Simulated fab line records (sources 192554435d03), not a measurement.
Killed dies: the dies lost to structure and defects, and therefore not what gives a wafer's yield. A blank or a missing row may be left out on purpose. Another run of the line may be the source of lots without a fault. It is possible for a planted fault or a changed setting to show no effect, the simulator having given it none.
Lot-split experiment | flow n5_finfet | route with 1938 steps; 7 lots, 21 wafers read

== ABOUT THE SPLIT ==
At N5_SD_EPI_P_EPI_21 (deposits SiGe:B, time 355 s), the setting temp_c was moved away from the recipe's 550 C on 7 of the 21 wafers read, by -0.7% to +0.4%. This setting was run at the recipe's value on the other wafers.

== FROM THE SPLIT TO THE READING: what the file shows between them, 7 steps ==
- N5_SD_EPI_P_HM_STRIP_48: strips SiNx in H3PO4, material SiNx, target depth 3 nm
- N5_SD_EPI_P_SRD_49: time 30 s
- N5_SD_EPI_P_PRECLEAN_24: cleans in O3/DIW, time 45 s
- N5_SD_EPI_P_PRECLEAN_32: cleans in dHF, time 10 s
- N5_SD_EPI_P_PRECLEAN_33: cleans in SC2, time 45 s
- N5_SD_ACTIVATION_RTA_00: time 0 s
- N5_SD_ACTIVATION_LSA_01: time 0.0008 s

== THE READING ==
RS_SD_P (ohm/sq), read at N5_SD_ACTIVATION_RS_MEAS_03 with a four-point probe. A value of 56.4 ohm/sq with a standard deviation of 0.84 ohm/sq is what fault-free wafers of this fab line usually give.

wafer  | tool, chamber at the split | temp_c as run, C | against the recipe | RS_SD_P, ohm/sq | against lot-mates on the recipe
L075.4 | epi_rpcvd-02, 0            | 548.4            | -0.3%              | 58.0            | +2.8
L075.5 | epi_rpcvd-02, 0            | 550              | recipe             | 55.2            | -
L075.6 | epi_rpcvd-02, 0            | 548.4            | -0.3%              | 58.5            | +3.3
L076.2 | epi_rpcvd-01, 0            | 552              | +0.4%              | 52.5            | -3.2
L076.3 | epi_rpcvd-01, 0            | 550              | recipe             | 55.6            | -
L076.5 | epi_rpcvd-01, 0            | 550              | recipe             | 55.8            | -
L077.2 | epi_rpcvd-02, 0            | 550              | recipe             | 57.7            | -
L077.3 | epi_rpcvd-02, 0            | 550              | recipe             | 57.6            | -
L077.6 | epi_rpcvd-02, 0            | 550              | recipe             | 57.3            | -
L080.2 | epi_rpcvd-02, 0            | 550              | recipe             | 56.8            | -
L080.3 | epi_rpcvd-02, 0            | 550              | recipe             | 56.8            | -
L080.5 | epi_rpcvd-02, 0            | 550              | recipe             | 56.3            | -
L087.1 | epi_rpcvd-02, 0            | 550              | recipe             | 56.6            | -
L087.3 | epi_rpcvd-02, 0            | 550              | recipe             | 56.2            | -
L087.4 | epi_rpcvd-02, 0            | 550              | recipe             | 56.0            | -
L092.4 | epi_rpcvd-02, 0            | 550              | recipe             | 56.1            | -
L092.5 | epi_rpcvd-02, 0            | 551.5            | +0.3%              | 53.7            | -2.4
L092.6 | epi_rpcvd-02, 0            | 551.5            | +0.3%              | 53.4            | -2.7
L097.1 | epi_rpcvd-01, 0            | 546.4            | -0.7%              | 61.6            | +5.8
L097.4 | epi_rpcvd-01, 0            | 546.4            | -0.7%              | 61.2            | +5.4
L097.6 | epi_rpcvd-01, 0            | 550              | recipe             | 55.8            | -

THE FIT
A straight line over all 21 wafers: RS_SD_P changes by -8.24 ohm/sq for each +1% of temp_c; r = -0.95; the points scatter about the line by 0.7 ohm/sq.
The same after taking each lot's own level away (the mean of its wafers on the recipe; 21 wafers): -8.91 ohm/sq for each +1%; r = -0.99; scatter 0.26 ohm/sq.
The reading moves by 5.8 ohm/sq for the largest change in temp_c, on that fit.
Across the lots, their own levels run from 55.20 to 57.53 ohm/sq, a range of 2.8 times the standard deviation given above.
The two slopes agree, so the slope changes little with the lot-to-lot level.
Check: +5.87 ohm/sq against its lot-mates is what the line predicts for one of the wafers moved furthest among these (-0.7%) when that wafer is left out of the fit. Against them it came out at +5.8 ohm/sq.

== THE WHOLE CHAIN: every reading that the file lists as answering this split, in the file's order ==
step                        | what it does                                           | reading                                                                           | change (the file's fit)              | r (the file's)
N5_SD_EPI_P_EPI_21          | deposits SiGe:B, time 355 s                            | SiGe-B_of_SD_EPI_P_EPI_21.thk_nm (the simulator's own value, which no gauge read) | +8.75 nm for each +1% of the setting | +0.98
N5_SD_EPI_P_HM_STRIP_48     | strips SiNx in H3PO4, material SiNx, target depth 3 nm | SiGe-B_of_SD_EPI_P_EPI_21.thk_nm (the simulator's own value, which no gauge read) | +8.52 nm for each +1% of the setting | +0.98
N5_SD_EPI_P_PRECLEAN_24     | cleans in O3/DIW, time 45 s                            | SiGe-B_of_SD_EPI_P_EPI_21.thk_nm (the simulator's own value, which no gauge read) | +8.57 nm for each +1% of the setting | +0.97
N5_SD_ACTIVATION_RS_MEAS_03 | measures by four-point-probe                           | RS_SD_P                                                                           | -8.9 for each +1% of the setting     | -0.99

== THE FILE'S OWN FIT ==
RS_SD_P changes by -8.9 ohm/sq for each +1% of temp_c, r = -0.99.
